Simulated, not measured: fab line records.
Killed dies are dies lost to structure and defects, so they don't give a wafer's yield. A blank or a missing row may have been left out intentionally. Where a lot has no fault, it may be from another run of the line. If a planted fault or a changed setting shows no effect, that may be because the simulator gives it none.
fab line records | flow n5-finfet
[record] lots = 7 wafers = 21
route steps=1938 shown MOL_CONTACT_COAG@565 BEOL_M0_SAQP@646 BEOL_M0_CUTY@713 BEOL_M0@715 BEOL_M1@794 BEOL_M2@846
start-h: the number of hours between the record's first day and the start of the first shown wafer of the lot | wait-h: hours since the lot's step before | " the same as in the row above | L1.1+2: one row covering several wafers at once | - either no value or no given start | * or withheld: withheld | < > ~ a bound
route shown NAME@n: NAME is a module with steps in the file, n the number in the route of the first one | usual: mean and standard deviation over wafers with no fault | same: alike in all rows | chamber/n: place in a boat | sites: per-site readings | _std_site: how widely they spread, as a standard deviation | _edge_site: mean of outer sites minus mean of inner sites | radius-mm: for every site, how far away it sits from the centre of the wafer | mask NAME#n: copy n | behind: the last tool/chamber to shape the wafer | hold: why the lot was held/for how many hours/how that ended | device: which transistor (n, p or np) failed to switch | end of line: tests run on the same wafers once the route is complete | a step without rows: its recipe alone | killed: count of dies lost to structure and defects at first sort (not the wafer's yield) | map: dies across one wafer; x = killed, . = not, _ = none there
set.NAME: the setting that was run; set.NAME@STEP: the one run at that earlier step | model.NAME: the simulator's own value behind a step, which no gauge read
lots run with intentionally changed settings; tables by step, rows by wafer
[[steps]]
[step N5_MOL_CONTACT_COAG_COAT_76]
[recipe] resist = SiARC temp-c = 220 time-s = 60 spin-rpm = 1500 resist-thk-nm = 10
// columns lot.wafer tool chamber start-h wait-h set.spin-rpm model.SiARC_of_MOL_CONTACT_COAG_COAT_76.thk-nm
L084.3 litho-track-04 0 - - 1430 10.2
L084.4 " 0 " " 1430 10.4
L084.5 " 0 " " 1500 10
L087.1+5+6 litho-track-03 0 - - 1500 10
L088.1 litho-track-01 0 - - 1556 9.8
L088.4+5 " 0 " " 1500 10
L090.1+2 litho-track-01 0 - - 1500 10
L090.5 " 0 " " 1385 10.4
L093.2+4+5 litho-track-01 0 - - 1500 10
L095.1 litho-track-01 0 - - 1500 10
L095.2+5 " 0 " " 1562 9.8
L096.3+5+6 litho-track-01 0 - - 1500 10
[step N5_MOL_CONTACT_COAG_COAT_77]
[recipe] resist = underlayer temp-c = 205 time-s = 60 spin-rpm = 1500 resist-thk-nm = 10
[step N5_MOL_CONTACT_COAG_COAT_78]
[recipe] resist = CAR-EUV spin-rpm = 1500 resist-thk-nm = 40
[step N5_MOL_CONTACT_COAG_DESCUM_88]
[recipe] chemistry = O2 time-s = 7 source-power-w = 50 bias-power-w = 20 pressure-mtorr = 20 rf-frequency-hz = 2.712e+07 temp-c = 40 resist = CAR-EUV o2-flow-sccm = 225
[step N5_MOL_CONTACT_COAG_ETCH_89]
[recipe] chemistry = N2/H2 target = underlayer target-depth-a = 130 mask-material = CAR-EUV time-s = 10.4 ion-energy-ev = 200 pressure-mtorr = 30 source-w = 840 bias-w = 150 n2-flow-sccm = 200 h2-flow-sccm = 200 ends = cleared
[step N5_MOL_CONTACT_COAG_ETCH_90]
[recipe] chemistry = CF4 target = SiARC target-depth-a = 130 mask-material = CAR-EUV time-s = 21.7 ion-energy-ev = 80 pressure-mtorr = 40 source-w = 545 bias-w = 36 Ar_flow_sccm = 100 cf4-flow-sccm = 100 ends = cleared
// columns lot.wafer tool chamber start-h wait-h set.spin-rpm@MOL_CONTACT_COAG_COAT_76 model.etch.depth-nm
L084.3 rie-diel-04 0 159.31 0.0 1430 10.26
L084.4 " 3 " " 1430 10.3
L084.5 " 0 " " 1500 10.02
L087.1+5 rie-diel-03 2,1 173.10 0.0 1500 10.02
L087.6 " 0 " " 1500 9.989
L088.1 rie-diel-03 3 179.80 0.0 1556 9.817
L088.4 " 0 " " 1500 10.02
L088.5 " 3 " " 1500 9.961
L090.1 rie-diel-04 3 198.01 0.0 1500 9.98
L090.2 " 0 " " 1500 9.993
L090.5 " 3 " " 1385 10.36
L093.2 rie-diel-04 1 211.16 0.0 1500 9.922
L093.4 " 3 " " 1500 9.948
L093.5 " 1 " " 1500 9.962
L095.1 rie-diel-03 0 225.96 0.0 1500 10.01
L095.2 " 2 " " 1562 9.813
L095.5 " 0 " " 1562 9.802
L096.3 rie-diel-01 1 229.72 0.0 1500 9.944
L096.5 " 2 " " 1500 9.942
L096.6 " 3 " " 1500 9.947
[step N5_MOL_CONTACT_COAG_ETCHBACK_135]
[recipe] chemistry = CHF3 target = SiO2 target-depth-a = 250 time-s = 16.7 ion-energy-ev = 200 pressure-mtorr = 30 source-w = 610 bias-w = 170 Ar_flow_sccm = 200 CHF3_flow_sccm = 50
// columns lot.wafer tool chamber start-h wait-h set.time-s model.SOC_of_MOL_CONTACT_COAG_COAT_75.thk-nm
L084.3 rie-diel-01 1 159.71 0.0 19.35 57
L084.4 " 3 " " 16.7 57.8
L084.5 " 3 " " 19.35 57.2
L087.1 rie-diel-01 2 173.48 0.0 16.7 57.4
L087.5+6 " 0,1 " " 16.7 57.2
L088.1 rie-diel-01 2 180.19 0.0 14.21 57.8
L088.4+5 " 0,1 " " 14.21 57.6
L090.1 rie-diel-04 1 198.40 0.0 18.57 56.8
L090.2+5 " 2,1 " " 16.7 57
L093.2 rie-diel-04 1 211.54 0.0 16.7 57.2
L093.4 " 0 " " 20.41 56.6
L093.5 " 3 " " 16.7 57.4
L095.1+2 rie-diel-01 0,1 226.35 0.0 16.7 57.4
L095.5 " 0 " " 16.7 57.6
L096.3 rie-diel-04 3 230.11 0.0 16.7 57.4
L096.5+6 " 3,2 " " 16.7 57.2
[step N5_MOL_CONTACT_COAG_COAT_64]
[recipe] resist = underlayer temp-c = 205 time-s = 60 spin-rpm = 1500 resist-thk-nm = 10
// columns lot.wafer tool chamber start-h wait-h set.spin-rpm model.underlayer_of_MOL_CONTACT_COAG_COAT_64.thk-nm
L084.3+5 litho-track-01 0 - - 1590 9.6
L084.4 " 0 " " 1500 10
L087.1 litho-track-01 0 - - 1654 9.6
L087.5+6 " 0 " " 1500 10
L088.1+4+5 litho-track-03 0 - - 1500 10
L090.1+2 litho-track-03 0 - - 1333 10.6
L090.5 " 0 " " 1500 10
L093.2+4+5 litho-track-03 0 - - 1500 10
L095.1+5 litho-track-03 0 - - 1500 10
L095.2 " 0 " " 1564 9.8
L096.3+5+6 litho-track-04 0 - - 1500 10
[step N5_MOL_CONTACT_COAG_COAT_34]
[recipe] resist = CAR-EUV spin-rpm = 1500 resist-thk-nm = 40
[step N5_MOL_CONTACT_COAG_EBR_36]
[recipe] solvent = PGMEA ebr-width-mm = 1.5
[step N5_MOL_CONTACT_COAG_DESCUM_45]
[recipe] chemistry = O2 time-s = 7 source-power-w = 50 bias-power-w = 20 pressure-mtorr = 20 rf-frequency-hz = 2.712e+07 temp-c = 40 resist = CAR-EUV o2-flow-sccm = 225
[step N5_MOL_CONTACT_COAG_ETCH_65]
[recipe] chemistry = N2/H2 target = underlayer target-depth-a = 130 mask-material = CAR-EUV time-s = 10.4 ion-energy-ev = 200 pressure-mtorr = 30 source-w = 840 bias-w = 150 n2-flow-sccm = 200 h2-flow-sccm = 200 ends = cleared
// columns lot.wafer tool chamber start-h wait-h set.spin-rpm@MOL_CONTACT_COAG_COAT_64 model.CAR-EUV_of_MOL_CONTACT_COAG_COAT_34.thk-nm model.etch.depth-nm
L084.3 rie-diel-04 0 161.09 0.0 1590 24.8 9.69
L084.4 " 0 " " 1500 24.4 9.961
L084.5 " 3 " " 1590 25 9.672
L087.1 rie-diel-03 3 174.49 0.0 1654 25 9.552
L087.5 " 1 " " 1500 24.4 10.01
L087.6 " 0 " " 1500 24.4 10.03
L088.1 rie-diel-04 1 181.16 0.0 1500 24.8 10
L088.4 " 2 " " 1500 24.8 10.02
L088.5 " 0 " " 1500 24.6 10.01
L090.1 rie-diel-01 1 199.24 0.0 1333 24.4 10.62
L090.2 " 2 " " 1333 24.2 10.62
L090.5 " 2 " " 1500 24.8 9.998
L093.2 rie-diel-03 3 212.39 0.0 1500 24.6 9.975
L093.4 " 1 " " 1500 24.6 9.973
L093.5 " 3 " " 1500 24.6 9.978
L095.1 rie-diel-01 2 227.32 0.0 1500 25 9.978
L095.2 " 3 " " 1564 25.2 9.795
L095.5 " 2 " " 1500 25 10.01
L096.3 rie-diel-03 2 231.08 0.0 1500 24.6 10
L096.5 " 0 " " 1500 24.6 9.994
L096.6 " 1 " " 1500 24.6 9.986
[step N5_MOL_CONTACT_COAG_ETCH_66]
[recipe] chemistry = CF4 target = SiARC target-depth-a = 130 mask-material = CAR-EUV time-s = 21.7 ion-energy-ev = 80 pressure-mtorr = 40 source-w = 545 bias-w = 36 Ar_flow_sccm = 100 cf4-flow-sccm = 100 ends = cleared
// columns lot.wafer tool chamber start-h wait-h set.spin-rpm@MOL_CONTACT_COAG_COAT_64 model.CAR-EUV_of_MOL_CONTACT_COAG_COAT_34.thk-nm
L084.3 rie-diel-04 0 161.11 0.0 1590 17.2
L084.4 " 0 " " 1500 16.8
L084.5 " 3 " " 1590 17.4
L087.1 rie-diel-03 3 174.51 0.0 1654 17.4
L087.5+6 " 1,0 " " 1500 16.8
L088.1+4 rie-diel-04 1,2 181.18 0.0 1500 17
L088.5 " 0 " " 1500 16.8
L090.1+2 rie-diel-01 1,2 199.26 0.0 1333 16.6
L090.5 " 2 " " 1500 17.2
L093.2 rie-diel-03 3 212.41 0.0 1500 17
L093.4+5 " 1,3 " " 1500 16.8
L095.1+5 rie-diel-01 2 227.34 0.0 1500 17.4
L095.2 " 3 " " 1564 17.4
L096.3 rie-diel-03 2 231.10 0.0 1500 17
L096.5+6 " 0,1 " " 1500 16.8
[step N5_MOL_CONTACT_COAG_ALD_133]
[recipe] material = SiO2 target-thk-a = 50 temp-c = 100 ald-precursor-family = BDEAS ald-co-reactant = O2-plasma pulse-time-s = 1 co-reactant-pulse-time-s = 1 purge-time-s = 2 co-reactant-purge-time-s = 2 ald-cycles = 35 pressure-torr = 2
[step N5_MOL_CONTACT_COAG_ETCHBACK_134]
[recipe] chemistry = CHF3 target = SiO2 target-depth-a = 100 time-s = 6.7 ion-energy-ev = 200 pressure-mtorr = 30 source-w = 610 bias-w = 170 Ar_flow_sccm = 200 CHF3_flow_sccm = 50
// columns lot.wafer tool chamber start-h wait-h set.spin-rpm@MOL_CONTACT_COAG_COAT_64 model.CAR-EUV_of_MOL_CONTACT_COAG_COAT_34.thk-nm
L084.3+5 rie-diel-04 3,0 161.52 0.1 1590 15.8
L084.4 " 3 " " 1500 15.4
L087.1 rie-diel-03 2 174.85 0.2 1654 16
L087.5+6 " 3,2 " " 1500 15.4
L088.1 rie-diel-04 2 181.45 0.1 1500 15.8
L088.4 " 1 " " 1500 15.6
L088.5 " 1 " " 1500 15.4
L090.1 rie-diel-01 2 199.64 0.1 1333 15.2
L090.2 " 0 " " 1333 15
L090.5 " 2 " " 1500 15.8
L093.2+4+5 rie-diel-03 1,3,3 212.67 0.1 1500 15.6
L095.1 rie-diel-04 3 227.60 0.1 1500 16
L095.2 " 2 " " 1564 16
L095.5 " 0 " " 1500 15.8
L096.3 rie-diel-03 0 231.36 0.1 1500 15.6
L096.5+6 " 1,2 " " 1500 15.4
[step N5_BEOL_M0_SAQP_EXPOSE_11]
[recipe] mask-id = M0_CORE na = 1.35 source-shape = dipole sigma-inner = 0.538 sigma-outer = 0.738 polarization = te target-cd-nm = 42 dose-mj = 55
// columns lot.wafer tool chamber start-h wait-h mask set.dose-mj
L084.3+4+5 arfi-scanner-03 0 168.36 - M0_CORE#0 55
L087.1+5 arfi-scanner-03 0 183.70 - M0_CORE#0 51.82
L087.6 " 0 " " M0_CORE#0 55
L088.1 arfi-scanner-03 0 187.26 - M0_CORE#0 51.79
L088.4+5 " 0 " " M0_CORE#0 55
L090.1+5 arfi-scanner-01 0 205.57 - M0_CORE#0 58.49
L090.2 " 0 " " M0_CORE#0 55
L093.2+4 arfi-scanner-01 0 219.07 - M0_CORE#0 55
L093.5 " 0 " " M0_CORE#0 52.35
L095.1+2+5 arfi-scanner-02 0 236.48 - M0_CORE#0 55
L096.3+5+6 arfi-scanner-03 0 237.07 - M0_CORE#0 55
[step N5_BEOL_M0_SAQP_PEB_12]
[recipe] peb-temp-c = withheld peb-time-s = 60 resist = CAR-ArF
[step N5_BEOL_M0_SAQP_DEVELOP_13]
[recipe] develop-time-s = 30 developer = TMAH resist = CAR-ArF dev-temp-c = 23 rinse-liquid = diw dry = air-spin
[step N5_BEOL_M0_SAQP_CD_MEAS_14]
[recipe] target-cd-nm = 42.5 landing-energy-ev = 500 detector = se-inlens
[usual] cd-nm = 42.4/0.44
// columns lot.wafer tool chamber start-h wait-h set.dose-mj@BEOL_M0_SAQP_EXPOSE_11 cd-nm
L084.3 cd-sem-01 0 168.48 - 55 43.2
L084.4 " 0 " " 55 43.7
L084.5 " 0 " " 55 43.1
L087.1 cd-sem-01 0 183.82 - 51.82 44.8
L087.5 " 0 " " 51.82 44.1
L087.6 " 0 " " 55 42.5
L088.1 cd-sem-01 0 187.39 - 51.79 44.4
L088.4 " 0 " " 55 43.2
L088.5 " 0 " " 55 43.5
L090.1 cd-sem-02 0 205.70 - 58.49 40.4
L090.2 " 0 " " 55 41.7
L090.5 " 0 " " 58.49 40.4
L093.2 cd-sem-01 0 219.20 - 55 42.3
L093.4 " 0 " " 55 42.8
L093.5 " 0 " " 52.35 43.9
L095.1 cd-sem-01 0 236.60 - 55 42.3
L095.2 " 0 " " 55 42.1
L095.5 " 0 " " 55 42.9
L096.3 cd-sem-01 0 237.19 - 55 42.6
L096.5 " 0 " " 55 42.0
L096.6 " 0 " " 55 42.3
[step N5_BEOL_M0_CUTY_ETCH_63]
[recipe] chemistry = N2/H2 target = SOC target-depth-a = 827 overetch-a = 165 mask-material = SiARC temp-c = 40 ion-energy-ev = 200 time-s = 124 pressure-mtorr = 30 source-w = 840 bias-w = 150 n2-flow-sccm = 200 h2-flow-sccm = 200
// columns lot.wafer tool chamber start-h wait-h set.time-s model.SiO2_of_BEOL_M0_SAQP_SPACER2_ALD_26.thk-nm
L084.3 rie-diel-03 0 176.22 0.0 106.6 7.6
L084.4+5 " 3,2 " " 106.6 7.8
L087.1 rie-diel-01 0 191.73 0.0 149.3 6.4
L087.5 " 1 " " 124 7
L087.6 " 2 " " 149.3 6.6
L088.1 rie-diel-01 2 193.88 0.0 102.5 7.8
L088.4 " 2 " " 124 7.2
L088.5 " 1 " " 102.5 7.6
L090.1 rie-diel-04 1 211.94 0.0 145.1 6.6
L090.2 " 3 " " 124 7.2
L090.5 " 3 " " 124 7.4
L093.2 rie-diel-03 1 224.78 0.0 142.2 6.6
L093.4 " 3 " " 124 7.4
L093.5 " 3 " " 142.2 6.8
L095.1 rie-diel-01 1 242.07 0.0 104.4 7.4
L095.2 " 0 " " 104.4 7.6
L095.5 " 0 " " 104.4 7.8
L096.3+6 rie-diel-01 0 242.56 0.0 124 7
L096.5 " 3 " " 124 7.2
[step N5_BEOL_M0_CUTY_STRIP_64]
[recipe] chemistry = N2/H2 temp-c = 40 n2-flow-sccm = 200 h2-flow-sccm = 200 rf-frequency-hz = 6e+07
[step N5_BEOL_M0_ETCH_138]
[recipe] chemistry = CH3F/O2 target-depth-a = 120 target = SiCN time-s = 31.6 ion-energy-ev = 120 pressure-mtorr = 30 source-w = 395 bias-w = 75 Ar_flow_sccm = 150 CH3F_flow_sccm = 30 O2_flow_sccm = 20 ends = cleared
// columns lot.wafer tool chamber start-h wait-h set.time-s@BEOL_M0_CUTY_ETCH_63 model.SiO2_of_BEOL_M0_SAQP_SPACER2_ALD_26.thk-nm
L084.3 rie-diel-03 0 176.34 0.0 106.6 5.6
L084.4+5 " 3,2 " " 106.6 5.8
L087.1 rie-diel-01 0 191.86 0.0 149.3 4.4
L087.5 " 1 " " 124 5
L087.6 " 2 " " 149.3 4.6
L088.1 rie-diel-01 2 194.01 0.0 102.5 5.8
L088.4 " 2 " " 124 5.2
L088.5 " 1 " " 102.5 5.6
L090.1 rie-diel-04 1 212.06 0.0 145.1 4.6
L090.2 " 3 " " 124 5.2
L090.5 " 3 " " 124 5.4
L093.2+5 rie-diel-03 1,3 224.90 0.0 142.2 4.8
L093.4 " 3 " " 124 5.4
L095.1 rie-diel-01 1 242.19 0.0 104.4 5.6
L095.2+5 " 0 " " 104.4 5.8
L096.3+5 rie-diel-01 0,3 242.68 0.0 124 5.2
L096.6 " 0 " " 124 5
[step N5_BEOL_M0_HM_OPEN_105]
[recipe] chemistry = Cl2/BCl3 target-depth-a = 120 target = TiN ion-energy-ev = 150 pressure-mtorr = 10 icp-w = 1000 bias-w = 126 Cl2_flow_sccm = 53.25 bcl3-flow-sccm = 21.75 Ar_flow_sccm = 25
// columns lot.wafer tool chamber start-h wait-h set.time-s@BEOL_M0_CUTY_ETCH_63 model.SiO2_of_BEOL_M0_SAQP_SPACER2_ALD_26.thk-nm
L084.3 rie-metal-01 1 178.87 2.5 106.6 3.4
L084.4+5 " 0,1 " " 106.6 3.6
L087.1 rie-metal-01 0 192.52 0.6 149.3 2
L087.5 " 1 " " 124 2.6
L087.6 " 0 " " 149.3 2.2
L088.1+5 rie-metal-03 0,1 197.33 3.3 102.5 3.2
L088.4 " 0 " " 124 2.8
L090.1 rie-metal-01 1 213.44 1.3 145.1 2.2
L090.2 " 0 " " 124 2.8
L090.5 " 1 " " 124 3
L093.2+5 rie-metal-01 0 227.95 3.0 142.2 2.4
L093.4 " 0 " " 124 3
L096.3+6 rie-metal-02 1 244.12 1.4 124 2.8
L096.5 " 0 " " 124 2.6
L095.1 rie-metal-03 0 249.90 7.7 104.4 3
L095.2+5 " 1,0 " " 104.4 3.4
[step N5_BEOL_M0_ETCH_128]
[recipe] chemistry = CF4/N2 target-depth-a = 120 overetch-a = 51 target = SiCN time-s = 21.4 ion-energy-ev = 150 pressure-mtorr = 40 source-w = 430 bias-w = 70 Ar_flow_sccm = 100 cf4-flow-sccm = 60 n2-flow-sccm = 60
[usual] rf-vpp-V = 382.3/1.8
// columns lot.wafer tool chamber start-h wait-h set.source-w rf-vpp-V
L084.3 rie-diel-01 2 179.14 0.0 449.5 376.0
L084.4 " 3 " " 449.5 377.2
L084.5 " 2 " " 430 382.5
L087.1 rie-diel-03 2 192.94 0.1 430 384.5
L087.5 " 0 " " 430 381.9
L087.6 " 3 " " 379.7 395.4
L088.1 rie-diel-03 1 197.93 0.3 430 380.1
L088.4 " 0 " " 430 381.0
L088.5 " 2 " " 430 383.8
L090.1 rie-diel-01 0 213.98 0.2 430 378.9
L090.2 " 2 " " 494.4 365.2
L090.5 " 0 " " 430 380.9
L093.2 rie-diel-01 2 228.49 0.1 476.6 368.3
L093.4 " 1 " " 430 384.0
L093.5 " 2 " " 476.6 369.5
L096.3 rie-diel-03 3 244.38 0.0 430 380.1
L096.5 " 3 " " 430 380.3
L096.6 " 0 " " 430 381.7
L095.1 rie-diel-01 0 250.48 0.3 488.3 364.1
L095.2 " 3 " " 488.3 365.9
L095.5 " 3 " " 430 382.1
[step N5_BEOL_M1_ETCH_70]
[recipe] chemistry = N2/H2 target = SOC target-depth-a = 800 overetch-a = 160 mask-material = SiARC temp-c = 40 time-s = 120 ion-energy-ev = 200 pressure-mtorr = 30 source-w = 840 bias-w = 150 n2-flow-sccm = 200 h2-flow-sccm = 200
[usual] rf-vpp-V = 524/3
// columns lot.wafer tool chamber start-h wait-h set.source-w rf-vpp-V
L084.3 rie-diel-05 2 200.49 0.0 840 528
L084.4 " 3 " " 908.5 508
L084.5 " 3 " " 908.5 506
L087.1 rie-diel-02 1 224.87 0.0 898.4 516
L087.5 " 3 " " 898.4 509
L087.6 " 2 " " 898.4 513
L088.1 rie-diel-05 3 228.29 0.0 795.9 529
L088.4 " 1 " " 795.9 538
L088.5 " 3 " " 840 521
L090.1 rie-diel-02 2 235.63 0.0 840 527
L090.2 " 1 " " 691.7 562
L090.5 " 3 " " 691.7 555
L093.2 rie-diel-05 0 254.59 0.0 956.7 498
L093.4 " 1 " " 840 525
L093.5 " 3 " " 956.7 498
L096.3 rie-diel-06 2 259.60 0.0 840 523
L096.5 " 3 " " 840 526
L096.6 " 2 " " 840 524
L095.1 rie-diel-05 3 262.39 0.0 979.7 495
L095.2 " 1 " " 840 528
L095.5 " 3 " " 840 521
[step N5_BEOL_M2_COAT_62]
[recipe] resist = SiARC temp-c = 220 time-s = 60 spin-rpm = 1500 resist-thk-nm = 12
// columns lot.wafer tool chamber start-h wait-h set.spin-rpm model.SiARC_of_BEOL_M2_COAT_62.thk-nm
L084.3+4+5 litho-track-02 0 - - 1500 12
L087.1 litho-track-04 0 - - 1569 11.8
L087.5+6 " 0 " " 1500 12
L088.1+4+5 litho-track-05 0 - - 1500 12
L090.1+2 litho-track-05 0 - - 1344 12.6
L090.5 " 0 " " 1500 12
L093.2 litho-track-04 0 - - 1500 12
L093.4+5 " 0 " " 1389 12.6
L096.3+5+6 litho-track-02 0 - - 1500 12
L095.1+5 litho-track-04 0 - - 1500 12
L095.2 " 0 " " 1666 11.4
[[key]]
[split] step = N5_MOL_CONTACT_COAG_COAT_76 setting = spin-rpm stated = 1500 by = wafer
[response] step = N5_MOL_CONTACT_COAG_COAT_76 reading = model.SiARC_of_MOL_CONTACT_COAG_COAT_76.thk-nm change = -0.0541 per = 1% r = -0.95
[response] step = N5_MOL_CONTACT_COAG_ETCH_90 reading = model.etch.depth-nm change = -0.0499 per = 1% r = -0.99
[split] step = N5_MOL_CONTACT_COAG_ETCHBACK_135 setting = time-s stated = 16.7 by = wafer
[response] step = N5_MOL_CONTACT_COAG_ETCHBACK_135 reading = model.SOC_of_MOL_CONTACT_COAG_COAT_75.thk-nm change = -0.0332 per = 1% r = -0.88
[split] step = N5_MOL_CONTACT_COAG_COAT_64 setting = spin-rpm stated = 1500 by = wafer
[response] step = N5_MOL_CONTACT_COAG_COAT_64 reading = model.underlayer_of_MOL_CONTACT_COAG_COAT_64.thk-nm change = -0.0495 per = 1% r = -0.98
[response] step = N5_MOL_CONTACT_COAG_ETCH_65 reading = model.CAR-EUV_of_MOL_CONTACT_COAG_COAT_34.thk-nm change = +0.0549 per = 1% r = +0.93
[response] step = N5_MOL_CONTACT_COAG_ETCH_65 reading = model.etch.depth-nm change = -0.05 per = 1% r = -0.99
[response] step = N5_MOL_CONTACT_COAG_ETCH_66 reading = model.CAR-EUV_of_MOL_CONTACT_COAG_COAT_34.thk-nm change = +0.0559 per = 1% r = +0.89
[response] step = N5_MOL_CONTACT_COAG_ETCHBACK_134 reading = model.CAR-EUV_of_MOL_CONTACT_COAG_COAT_34.thk-nm change = +0.0592 per = 1% r = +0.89
[split] step = N5_BEOL_M0_SAQP_EXPOSE_11 setting = dose-mj stated = 55 by = wafer
[response] step = N5_BEOL_M0_SAQP_CD_MEAS_14 reading = cd-nm change = -0.249 per = 1% r = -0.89
[split] step = N5_BEOL_M0_CUTY_ETCH_63 setting = time-s stated = 124 by = wafer
[response] step = N5_BEOL_M0_CUTY_ETCH_63 reading = model.SiO2_of_BEOL_M0_SAQP_SPACER2_ALD_26.thk-nm change = -0.0336 per = 1% r = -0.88
[response] step = N5_BEOL_M0_ETCH_138 reading = model.SiO2_of_BEOL_M0_SAQP_SPACER2_ALD_26.thk-nm change = -0.0324 per = 1% r = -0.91
[response] step = N5_BEOL_M0_HM_OPEN_105 reading = model.SiO2_of_BEOL_M0_SAQP_SPACER2_ALD_26.thk-nm change = -0.031 per = 1% r = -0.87
[split] step = N5_BEOL_M0_ETCH_128 setting = source-w stated = 430 by = wafer
[response] step = N5_BEOL_M0_ETCH_128 reading = rf-vpp-V change = -1.15 per = 1% r = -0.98
[split] step = N5_BEOL_M1_ETCH_70 setting = source-w stated = 840 by = wafer
[response] step = N5_BEOL_M1_ETCH_70 reading = rf-vpp-V change = -1.88 per = 1% r = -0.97
[split] step = N5_BEOL_M2_COAT_62 setting = spin-rpm stated = 1500 by = wafer
[response] step = N5_BEOL_M2_COAT_62 reading = model.SiARC_of_BEOL_M2_COAT_62.thk-nm change = -0.0595 per = 1% r = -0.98
